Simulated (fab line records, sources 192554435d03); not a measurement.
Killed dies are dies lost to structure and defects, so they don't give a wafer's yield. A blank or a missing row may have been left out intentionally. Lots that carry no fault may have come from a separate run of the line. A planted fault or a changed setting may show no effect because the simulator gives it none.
fab line records	flow n5Finfet
[record] lots = 7	wafers = 21
route steps=1938 shown BEOL_M8@1359 BEOL_M9@1408 BEOL_M10@1494 BEOL_M11@1579 BEOL_M12@1643 BEOL_M13@1705 BEOL_M15@1794 MIM_BOT_ETCH@1866
startH: start of the lot's first displayed wafer, in hours after the record's first day	waitH: hours since the lot's step before	" the same as in the row above	L1.1+2: a single row standing in for several wafers	- no value, or no start was given	* or withheld: withheld	< > ~ a bound
route shown NAME@n: NAME is a module with steps in the file, n the number in the route of the first one	usual: mean/standard deviation taken from wafers without a fault	same: alike in all rows	chamber/n: place in a boat	sites: each site's reading	_std_site: standard deviation across them	_edge_site: mean of outer sites minus mean of inner sites	radiusMm: how far each site lies from the wafer's centre	mask NAME#n: copy n	behind: the most recent tool/chamber to have shaped the wafer	hold: cause of the lot's hold/its duration in hours/its outcome	device: the n, p or np transistor that did not switch	end of line: tests of these same wafers at the route's end	for a step that has no rows: nothing shown but its recipe	killed: count of dies lost to structure and defects at first sort (not the wafer's yield)	map: dies across one wafer; x = killed, . = not, _ = none there
set.NAME: setting as actually run; set.NAME@STEP: the setting as run at that earlier step	model.NAME: the simulator's own value behind a step, which no gauge read
lots with deliberately changed settings; one table per step, one row per wafer
[[steps]]
[step N5_BEOL_M8_COAT_22]
[recipe] resist = CAR-EUV	spinRpm = 1500	resistThkNm = 30
lot.wafer	tool	chamber	startH	waitH	set.spinRpm	model.CAR-EUV_of_BEOL_M8_COAT_22.thkNm
L076.3+4	lithoTrack-01	0	-	-	1500	30
L076.5	"	0	"	"	1567	29.4
L078.2	lithoTrack-01	0	-	-	1340	31.8
L078.3+4	"	0	"	"	1500	30
L080.2+3+4	lithoTrack-01	0	-	-	1500	30
L083.2+6	lithoTrack-03	0	-	-	1500	30
L083.3	"	0	"	"	1338	31.6
L084.1+2	lithoTrack-02	0	-	-	1546	29.6
L084.3	"	0	"	"	1500	30
L087.1+2+4	lithoTrack-03	0	-	-	1500	30
L090.1+2+3	lithoTrack-01	0	-	-	1500	30
[step N5_BEOL_M8_EBR_24]
[recipe] solvent = PGMEA	ebrWidthMm = 1.5
[step N5_BEOL_M8_SOFTBAKE_23]
[recipe] tempC = 110	timeS = 60	resist = CAR-EUV
[step N5_BEOL_M8_EXPOSE_25]
[recipe] maskId = V7	na = 0.33	sourceShape = annular	sigmaInner = 0.4	sigmaOuter = 0.8	polarization = unpolarized	targetCdNm = 40	doseMj = 42.5
[step N5_BEOL_M8_PEB_26]
[recipe] pebTempC = 100	pebTimeS = 60	resist = CAR-EUV
[step N5_BEOL_M8_DEVELOP_27]
[recipe] developTimeS = 30	developer = TMAH	resist = CAR-EUV	rinseLiquid = surfactantRinse	dry = airSpin	devTempC = 23
lot.wafer	tool	chamber	startH	waitH	set.spinRpm@BEOL_M8_COAT_22	model.CAR-EUV_of_BEOL_M8_COAT_22.thkNm
L076.3+4	lithoTrack-03	0	-	-	1500	29.6
L076.5	"	0	"	"	1567	29
L078.2	lithoTrack-01	0	-	-	1340	31.4
L078.3+4	"	0	"	"	1500	29.6
L080.2+3+4	lithoTrack-01	0	-	-	1500	29.6
L083.2+6	lithoTrack-01	0	-	-	1500	29.4
L083.3	"	0	"	"	1338	31.2
L084.1	lithoTrack-03	0	-	-	1546	29.2
L084.2	"	0	"	"	1546	29
L084.3	"	0	"	"	1500	29.6
L087.1+2+4	lithoTrack-03	0	-	-	1500	29.6
L090.1	lithoTrack-01	0	-	-	1500	29.4
L090.2+3	"	0	"	"	1500	29.6
[step N5_BEOL_M8_DESCUM_33]
[recipe] chemistry = O2	timeS = 7	sourcePowerW = 50	biasPowerW = 20	pressureMtorr = 20	rfFrequencyHz = 2.712e+07	tempC = 40	resist = CAR-EUV	o2FlowSccm = 225
lot.wafer	tool	chamber	startH	waitH	set.spinRpm@BEOL_M8_COAT_22	model.CAR-EUV_of_BEOL_M8_COAT_22.thkNm
L076.3+4	rieDiel-04	0,3	219.51	0.2	1500	26
L076.5	"	2	"	"	1567	25.4
L078.2	rieDiel-04	1	234.06	0.0	1340	27.8
L078.3+4	"	3,2	"	"	1500	26.2
L080.2	rieDiel-01	0	238.49	0.1	1500	26.2
L080.3+4	"	3,2	"	"	1500	26
L083.2+6	rieDiel-02	3,2	267.97	0.0	1500	26
L083.3	"	0	"	"	1338	27.8
L084.1+2	rieDiel-04	0,2	268.09	0.0	1546	25.6
L084.3	"	1	"	"	1500	26
L087.1+2+4	rieDiel-04	0,2,1	294.33	0.5	1500	26
L090.1+2	rieDiel-02	2,1	311.93	0.0	1500	26
L090.3	"	0	"	"	1500	26.2
[step N5_BEOL_M9_COAT_05]
[recipe] resist = CAR-ArF	spinRpm = 1500	resistThkNm = 90
lot.wafer	tool	chamber	startH	waitH	set.spinRpm	model.CAR-ArF_of_BEOL_M9_COAT_05.thkNm
L076.3	lithoTrack-01	0	-	-	1500	90
L076.4	"	0	"	"	1358	95
L076.5	"	0	"	"	1358	94.8
L078.2	lithoTrack-04	0	-	-	1362	95.2
L078.3	"	0	"	"	1500	90.4
L078.4	"	0	"	"	1362	95
L080.2	lithoTrack-01	0	-	-	1642	85.8
L080.3	"	0	"	"	1642	86.2
L080.4	"	0	"	"	1642	85.6
L083.2+3	lithoTrack-01	0	-	-	1500	90.2
L083.6	"	0	"	"	1500	90
L084.1	lithoTrack-04	0	-	-	1500	90.4
L084.2	"	0	"	"	1355	95.2
L084.3	"	0	"	"	1355	95.4
L087.1+4	lithoTrack-05	0	-	-	1500	90.2
L087.2	"	0	"	"	1379	94
L090.1	lithoTrack-01	0	-	-	1500	89.8
L090.2+3	"	0	"	"	1500	90
[step N5_BEOL_M9_EBR_07]
[recipe] solvent = PGMEA	ebrWidthMm = 1.5
[step N5_BEOL_M9_SOFTBAKE_06]
[recipe] tempC = 110	timeS = 60	resist = CAR-ArF
[step N5_BEOL_M9_EXPOSE_08]
[recipe] maskId = M9	na = 1.35	sourceShape = dipole	sigmaInner = 0.411	sigmaOuter = 0.611	polarization = te	doseMj = 53.75
[step N5_BEOL_M9_PEB_09]
[recipe] pebTempC = withheld	pebTimeS = 60	resist = CAR-ArF
[step N5_BEOL_M9_DEVELOP_10]
[recipe] developTimeS = 30	developer = TMAH	resist = CAR-ArF	rinseLiquid = diw	dry = airSpin	devTempC = 23
lot.wafer	tool	chamber	startH	waitH	set.spinRpm@BEOL_M9_COAT_05	model.CAR-ArF_of_BEOL_M9_COAT_05.thkNm
L076.3	lithoTrack-01	0	-	-	1500	88.4
L076.4	"	0	"	"	1358	93.2
L076.5	"	0	"	"	1358	93
L078.2	lithoTrack-01	0	-	-	1362	93.4
L078.3	"	0	"	"	1500	88.8
L078.4	"	0	"	"	1362	93.2
L080.2	lithoTrack-01	0	-	-	1642	84.2
L080.3	"	0	"	"	1642	84.4
L080.4	"	0	"	"	1642	84
L083.2	lithoTrack-05	0	-	-	1500	88.4
L083.3	"	0	"	"	1500	88.6
L083.6	"	0	"	"	1500	88.2
L084.1	lithoTrack-04	0	-	-	1500	88.8
L084.2	"	0	"	"	1355	93.4
L084.3	"	0	"	"	1355	93.6
L087.1	lithoTrack-01	0	-	-	1500	88.4
L087.2	"	0	"	"	1379	92.4
L087.4	"	0	"	"	1500	88.6
L090.1	lithoTrack-01	0	-	-	1500	88
L090.2+3	"	0	"	"	1500	88.2
[step N5_BEOL_M10_COAT_63]
[recipe] resist = SOC	tempC = 250	timeS = 60	spinRpm = 1500	resistThkNm = 100
lot.wafer	tool	chamber	startH	waitH	set.spinRpm	model.SOC_of_BEOL_M10_COAT_63.thkNm
L076.3	lithoTrack-03	0	234.19	0.2	1500	99.4
L076.4	"	0	"	"	1588	96.8
L076.5	"	0	"	"	1500	99.2
L078.2	lithoTrack-02	0	249.26	2.5	1415	103
L078.3	"	0	"	"	1415	103.2
L078.4	"	0	"	"	1500	100
L080.2+4	lithoTrack-04	0	257.00	1.1	1500	100
L080.3	"	0	"	"	1500	100.2
L083.2	lithoTrack-04	0	285.21	0.0	1500	100.8
L083.3	"	0	"	"	1637	96.4
L083.6	"	0	"	"	1500	100.4
L084.1	lithoTrack-02	0	285.55	0.0	1500	99.8
L084.2	"	0	"	"	1500	99.6
L084.3	"	0	"	"	1500	99.4
L087.1	lithoTrack-03	0	311.53	0.4	1500	100.2
L087.2	"	0	"	"	1500	100
L087.4	"	0	"	"	1500	99.8
L090.1	lithoTrack-03	0	327.93	0.1	1500	100.2
L090.2	"	0	"	"	1500	99.8
L090.3	"	0	"	"	1500	100
[step N5_BEOL_M10_COAT_22]
[recipe] resist = CAR-ArF	spinRpm = 1500	resistThkNm = 90
lot.wafer	tool	chamber	startH	waitH	set.spinRpm	model.CAR-ArF_of_BEOL_M10_COAT_22.thkNm
L076.3	lithoTrack-03	0	-	-	1500	89.6
L076.4+5	"	0	"	"	1500	89.8
L078.2+3+4	lithoTrack-02	0	-	-	1500	90
L080.2	lithoTrack-04	0	-	-	1500	89.8
L080.3	"	0	"	"	1393	93.4
L080.4	"	0	"	"	1393	93.6
L083.2	lithoTrack-04	0	-	-	1628	86.6
L083.3	"	0	"	"	1500	90
L083.6	"	0	"	"	1628	86.8
L084.1+3	lithoTrack-02	0	-	-	1626	86.6
L084.2	"	0	"	"	1500	90
L087.1	lithoTrack-03	0	-	-	1500	90
L087.2+4	"	0	"	"	1564	88.2
L090.1+2	lithoTrack-03	0	-	-	1500	89.6
L090.3	"	0	"	"	1500	89.4
[step N5_BEOL_M10_EBR_24]
[recipe] solvent = PGMEA	ebrWidthMm = 1.5
[step N5_BEOL_M10_SOFTBAKE_23]
[recipe] tempC = 110	timeS = 60	resist = CAR-ArF
[step N5_BEOL_M10_DESCUM_33]
[recipe] chemistry = O2	timeS = 7.9	sourcePowerW = 50	biasPowerW = 20	pressureMtorr = 20	rfFrequencyHz = 2.712e+07	tempC = 40	resist = CAR-ArF	o2FlowSccm = 225
[step N5_BEOL_M10_ETCH_65]
[recipe] chemistry = CF4	target = SiARC	targetDepthA = 390	maskMaterial = CAR-ArF	timeS = 65	ionEnergyEv = 80	pressureMtorr = 40	sourceW = 545	biasW = 36	Ar_flow_sccm = 100	cf4FlowSccm = 100	ends = cleared
[step N5_BEOL_M10_ETCH_66]
[recipe] chemistry = N2/H2	target = SOC	targetDepthA = 1200	overetchA = 240	maskMaterial = SiARC	tempC = 40	timeS = 180	ionEnergyEv = 200	pressureMtorr = 30	sourceW = 840	biasW = 150	n2FlowSccm = 200	h2FlowSccm = 200
lot.wafer	tool	chamber	startH	waitH	set.spinRpm@BEOL_M10_COAT_63	model.etch.depthNm
L076.3	rieDiel-01	0	234.74	0.0	1500	99.47
L076.4	"	3	"	"	1588	96.82
L076.5	"	1	"	"	1500	99.3
L078.2	rieDiel-04	2	249.78	0.0	1415	103
L078.3	"	3	"	"	1415	103.2
L078.4	"	0	"	"	1500	100.1
L080.2	rieDiel-01	2	257.55	0.0	1500	100
L080.3	"	1	"	"	1500	100.2
L080.4	"	2	"	"	1500	99.95
L083.2	rieDiel-04	0	286.68	0.0	1500	100.7
L083.3	"	2	"	"	1637	96.42
L083.6	"	0	"	"	1500	100.3
L084.1	rieDiel-02	0	287.45	0.0	1500	99.84
L084.2	"	2	"	"	1500	99.63
L084.3	"	1	"	"	1500	99.38
L087.1	rieDiel-01	2	312.42	0.0	1500	100.3
L087.2	"	0	"	"	1500	99.97
L087.4	"	1	"	"	1500	99.86
L090.1	rieDiel-01	2	328.35	0.0	1500	100.3
L090.2	"	0	"	"	1500	99.86
L090.3	"	3	"	"	1500	100
[step N5_BEOL_M10_STRIP_69]
[recipe] chemistry = N2/H2	tempC = 40	n2FlowSccm = 200	h2FlowSccm = 200	rfFrequencyHz = 6e+07
[step N5_BEOL_M10_VIA_ETCH_34]
[recipe] chemistry = C4F6/O2	target = SiCOH_lowk	targetDepthA = 1845	maskMaterial = SOC	taperDeg = 4	timeS = 69.2	ionEnergyEv = 250	pressureMtorr = 30	sourceW = 345	biasW = 185	Ar_flow_sccm = 300	C4F6_flow_sccm = 10	O2_flow_sccm = 10
lot.wafer	tool	chamber	startH	waitH	set.spinRpm@BEOL_M10_COAT_63	model.SOC_of_BEOL_M10_COAT_63.thkNm
L076.3	rieDiel-01	0	234.86	0.0	1500	91.8
L076.4	"	3	"	"	1588	88.8
L076.5	"	1	"	"	1500	91
L078.2	rieDiel-04	2	249.90	0.0	1415	95
L078.3	"	3	"	"	1415	94.8
L078.4	"	0	"	"	1500	92.2
L080.2+4	rieDiel-01	2	257.67	0.0	1500	92.2
L080.3	"	1	"	"	1500	92
L083.2	rieDiel-04	0	286.80	0.0	1500	92.8
L083.3	"	2	"	"	1637	88.6
L083.6	"	0	"	"	1500	92.4
L084.1	rieDiel-02	0	287.58	0.0	1500	91.8
L084.2	"	2	"	"	1500	91.6
L084.3	"	1	"	"	1500	91.4
L087.1	rieDiel-01	2	312.54	0.0	1500	92.6
L087.2	"	0	"	"	1500	92.2
L087.4	"	1	"	"	1500	91.6
L090.1	rieDiel-01	2	328.47	0.0	1500	92.6
L090.2	"	0	"	"	1500	92.2
L090.3	"	3	"	"	1500	91.6
[step N5_BEOL_M11_ETCH_41]
[recipe] chemistry = CH3F/O2	target = SiCN	targetDepthA = 426	taperDeg = 2	timeS = 86	ionEnergyEv = 120	maskMaterial = TiN	pressureMtorr = 30	sourceW = 395	biasW = 75	Ar_flow_sccm = 150	CH3F_flow_sccm = 30	O2_flow_sccm = 20
lot.wafer	tool	chamber	startH	waitH	set.timeS	model.etch.depthNm
L076.3	rieDiel-05	0	-	-	86	32.41
L076.4	"	1	"	"	80.98	30.55
L076.5	"	3	"	"	80.98	31.7
L078.2	rieDiel-05	3	-	-	71.16	27.61
L078.3	"	2	"	"	86	33.21
L078.4	"	1	"	"	86	32.41
L080.2	rieDiel-05	2	-	-	86	33.57
L080.3	"	0	"	"	86	32.63
L080.4	"	1	"	"	86	32.34
L083.2	rieDiel-06	1	-	-	86	32.07
L083.3	"	0	"	"	86	32.38
L083.6	"	1	"	"	86	32.21
L084.1	rieDiel-06	3	-	-	86	31.57
L084.2	"	0	"	"	99.72	37.66
L084.3	"	2	"	"	86	33.7
L087.1	rieDiel-03	1	-	-	96.09	35.58
L087.2	"	2	"	"	96.09	36.6
L087.4	"	0	"	"	86	32.52
L090.1	rieDiel-03	0	-	-	86	32.46
L090.2	"	1	"	"	86	32.05
L090.3	"	3	"	"	86	31.71
[step N5_BEOL_M12_ETCH_38]
[recipe] chemistry = CF4/N2	target = SiCN	targetDepthA = 687	taperDeg = 2	timeS = 73.4	ionEnergyEv = 150	maskMaterial = SiO2	pressureMtorr = 40	sourceW = 430	biasW = 70	Ar_flow_sccm = 100	cf4FlowSccm = 60	n2FlowSccm = 60
lot.wafer	tool	chamber	startH	waitH	set.timeS	model.etch.depthNm
L076.3	rieDiel-04	1	254.84	-	73.4	60.92
L076.4	"	3	"	"	73.4	60.01
L076.5	"	0	"	"	73.4	58.46
L078.2	rieDiel-01	0	267.80	-	73.4	56.14
L078.3	"	2	"	"	73.4	56.06
L078.4	"	1	"	"	73.4	58.95
L080.2	rieDiel-04	2	273.94	-	68.55	53.52
L080.3	"	0	"	"	68.55	54.62
L080.4	"	1	"	"	73.4	60.42
L083.2	rieDiel-01	2	300.16	-	61.07	46.91
L083.3	"	1	"	"	61.07	49.06
L083.6	"	1	"	"	73.4	58.94
L084.1	rieDiel-04	0	300.16	-	68.73	55.24
L084.2	"	2	"	"	73.4	57.48
L084.3	"	1	"	"	68.73	56.77
L087.1	rieDiel-04	0	329.74	-	85.12	70.25
L087.2	"	3	"	"	85.12	68.74
L087.4	"	1	"	"	73.4	59.69
L090.1	rieDiel-02	1	344.68	-	73.4	59.11
L090.2	"	0	"	"	73.4	57.35
L090.3	"	2	"	"	73.4	58.59
[step N5_BEOL_M12_SPUTTER_44]
[recipe] material = Ta	targetThkA = 100	tempC = 50	biasV = 80	powerW = 15000	chamberPressurePa = 0.07	timeS = 16.13
lot.wafer	tool	chamber	startH	waitH	set.timeS	model.Ta_of_BEOL_M12_SPUTTER_44.thkNm
L076.3+5	pvdSputter-01	-	255.51	0.0	16.13	10
L076.4	"	-	"	"	16.13	10.2
L078.2+4	pvdSputter-02	-	269.16	0.0	17.14	10.4
L078.3	"	-	"	"	16.13	10
L080.2	pvdSputter-03	-	274.66	0.0	16.13	10
L080.3	"	-	"	"	16.13	10.2
L080.4	"	-	"	"	16.13	10.6
L083.2	pvdSputter-02	-	300.80	0.0	14.87	9.4
L083.3	"	-	"	"	16.13	10
L083.6	"	-	"	"	16.13	10.2
L084.1	pvdSputter-03	-	300.80	0.0	16.13	10.2
L084.2	"	-	"	"	14.46	9.6
L084.3	"	-	"	"	14.46	9.2
L087.1	pvdSputter-03	-	330.36	0.0	15.32	9.6
L087.2+4	"	-	"	"	16.13	10.2
L090.1+2+3	pvdSputter-01	-	345.49	0.0	16.13	10
[step N5_BEOL_M13_SPUTTER_43]
[recipe] material = TaN	targetThkA = 150	tempC = 50	biasV = 168.6	powerW = 15000	chamberPressurePa = 0.12	timeS = 24.19
lot.wafer	tool	chamber	startH	waitH	set.powerW	model.TaN_of_BEOL_M13_SPUTTER_43.thkNm
L076.3	pvdSputter-01	-	261.17	0.0	16770	16.6
L076.4+5	"	-	"	"	16770	16.8
L078.2+4	pvdSputter-01	-	274.45	0.0	15000	15.2
L078.3	"	-	"	"	16550	16.8
L080.2	pvdSputter-02	-	280.40	0.0	15000	15.2
L080.3	"	-	"	"	12580	12.8
L080.4	"	-	"	"	12580	12.6
L084.1	pvdSputter-01	-	306.75	0.0	13510	13.4
L084.2	"	-	"	"	13510	13.6
L084.3	"	-	"	"	15000	15
L083.2	pvdSputter-03	-	306.89	0.0	15000	15
L083.3+6	"	-	"	"	15000	15.4
L087.1	pvdSputter-02	-	339.14	0.0	15000	15
L087.2+4	"	-	"	"	15000	14.8
L090.1	pvdSputter-03	-	349.81	0.0	15000	15.4
L090.2	"	-	"	"	15000	14.8
L090.3	"	-	"	"	15000	15
[step N5_BEOL_M15_COAT_56]
[recipe] resist = SOC	tempC = 250	timeS = 60	spinRpm = 1500	resistThkNm = 550
lot.wafer	tool	chamber	startH	waitH	set.spinRpm	model.SOC_of_BEOL_M15_COAT_56.thkNm
L076.3	lithoTrack-04	0	269.45	0.0	1500	551.4
L076.4	"	0	"	"	1338	582.4
L076.5	"	0	"	"	1338	583.6
L078.2	lithoTrack-03	0	283.71	0.0	1604	531.4
L078.3	"	0	"	"	1500	550.6
L078.4	"	0	"	"	1604	533
L080.2	lithoTrack-02	0	289.35	0.0	1500	549
L080.3	"	0	"	"	1500	551.2
L080.4	"	0	"	"	1500	551
L084.1	lithoTrack-03	0	317.04	0.0	1500	550.4
L084.2	"	0	"	"	1500	551.4
L084.3	"	0	"	"	1500	551
L083.2	lithoTrack-02	0	321.28	0.0	1378	573.6
L083.3	"	0	"	"	1378	574
L083.6	"	0	"	"	1500	549.6
L087.1	lithoTrack-02	0	350.38	0.0	1666	521.8
L087.2	"	0	"	"	1500	549.6
L087.4	"	0	"	"	1666	520.8
L090.1	lithoTrack-02	0	358.64	0.0	1500	546.6
L090.2+3	"	0	"	"	1500	547.4
[step N5_MIM_BOT_ETCH_ETCH_04]
[recipe] chemistry = CF4/O2	target = SiNx	targetDepthA = 260	timeS = 13	ionEnergyEv = 100	pressureMtorr = 40	sourceW = 535	biasW = 49	Ar_flow_sccm = 100	cf4FlowSccm = 100	O2_flow_sccm = 10
lot.wafer	tool	chamber	startH	waitH	set.timeS	model.etch.depthNm
L076.3	rieDiel-01	1	279.26	0.0	13	25.89
L076.4	"	0	"	"	12.17	23.18
L076.5	"	3	"	"	12.17	24.23
L078.2	rieDiel-02	2	293.15	0.0	13	26.01
L078.3	"	1	"	"	13	25.93
L078.4	"	3	"	"	13	25.73
L080.2	rieDiel-01	2	296.83	0.0	15.63	30.03
L080.3	"	3	"	"	13	26.48
L080.4	"	0	"	"	15.63	30.13
L084.1	rieDiel-01	1	325.13	0.0	13	26.09
L084.2	"	3	"	"	13	26.42
L084.3	"	2	"	"	13	24.86
L083.2	rieDiel-02	3	333.49	0.0	13	25.64
L083.3	"	1	"	"	10.74	21.53
L083.6	"	0	"	"	13	25.4
L087.1	rieDiel-01	2	358.26	0.0	11.87	22.85
L087.2	"	1	"	"	13	26.58
L087.4	"	3	"	"	13	26.76
L090.1	rieDiel-02	1	366.99	0.0	13	25.96
L090.2	"	0	"	"	13	25.13
L090.3	"	2	"	"	13	25.51
[[key]]
[split] step = N5_BEOL_M8_COAT_22	setting = spinRpm	stated = 1500	by = wafer
[response] step = N5_BEOL_M8_COAT_22	reading = model.CAR-EUV_of_BEOL_M8_COAT_22.thkNm	change = -0.155	per = 1%	r = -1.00
[response] step = N5_BEOL_M8_DEVELOP_27	reading = model.CAR-EUV_of_BEOL_M8_COAT_22.thkNm	change = -0.165	per = 1%	r = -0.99
[response] step = N5_BEOL_M8_DESCUM_33	reading = model.CAR-EUV_of_BEOL_M8_COAT_22.thkNm	change = -0.156	per = 1%	r = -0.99
[split] step = N5_BEOL_M9_COAT_05	setting = spinRpm	stated = 1500	by = wafer
[response] step = N5_BEOL_M9_COAT_05	reading = model.CAR-ArF_of_BEOL_M9_COAT_05.thkNm	change = -0.504	per = 1%	r = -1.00
[response] step = N5_BEOL_M9_DEVELOP_10	reading = model.CAR-ArF_of_BEOL_M9_COAT_05.thkNm	change = -0.489	per = 1%	r = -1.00
[split] step = N5_BEOL_M10_COAT_63	setting = spinRpm	stated = 1500	by = wafer
[response] step = N5_BEOL_M10_COAT_63	reading = model.SOC_of_BEOL_M10_COAT_63.thkNm	change = -0.471	per = 1%	r = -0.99
[response] step = N5_BEOL_M10_ETCH_66	reading = model.etch.depthNm	change = -0.464	per = 1%	r = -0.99
[response] step = N5_BEOL_M10_VIA_ETCH_34	reading = model.SOC_of_BEOL_M10_COAT_63.thkNm	change = -0.447	per = 1%	r = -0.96
[split] step = N5_BEOL_M10_COAT_22	setting = spinRpm	stated = 1500	by = wafer
[response] step = N5_BEOL_M10_COAT_22	reading = model.CAR-ArF_of_BEOL_M10_COAT_22.thkNm	change = -0.427	per = 1%	r = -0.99
[split] step = N5_BEOL_M11_ETCH_41	setting = timeS	stated = 86	by = wafer
[response] step = N5_BEOL_M11_ETCH_41	reading = model.etch.depthNm	change = +0.303	per = 1%	r = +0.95
[split] step = N5_BEOL_M12_ETCH_38	setting = timeS	stated = 73.4	by = wafer
[response] step = N5_BEOL_M12_ETCH_38	reading = model.etch.depthNm	change = +0.631	per = 1%	r = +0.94
[split] step = N5_BEOL_M12_SPUTTER_44	setting = timeS	stated = 16.13	by = wafer
[response] step = N5_BEOL_M12_SPUTTER_44	reading = model.Ta_of_BEOL_M12_SPUTTER_44.thkNm	change = +0.0828	per = 1%	r = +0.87
[split] step = N5_BEOL_M13_SPUTTER_43	setting = powerW	stated = 15000	by = wafer
[response] step = N5_BEOL_M13_SPUTTER_43	reading = model.TaN_of_BEOL_M13_SPUTTER_43.thkNm	change = +0.154	per = 1%	r = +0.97
[split] step = N5_BEOL_M15_COAT_56	setting = spinRpm	stated = 1500	by = wafer
[response] step = N5_BEOL_M15_COAT_56	reading = model.SOC_of_BEOL_M15_COAT_56.thkNm	change = -2.77	per = 1%	r = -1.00
[split] step = N5_MIM_BOT_ETCH_ETCH_04	setting = timeS	stated = 13	by = wafer
[response] step = N5_MIM_BOT_ETCH_ETCH_04	reading = model.etch.depthNm	change = +0.229	per = 1%	r = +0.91
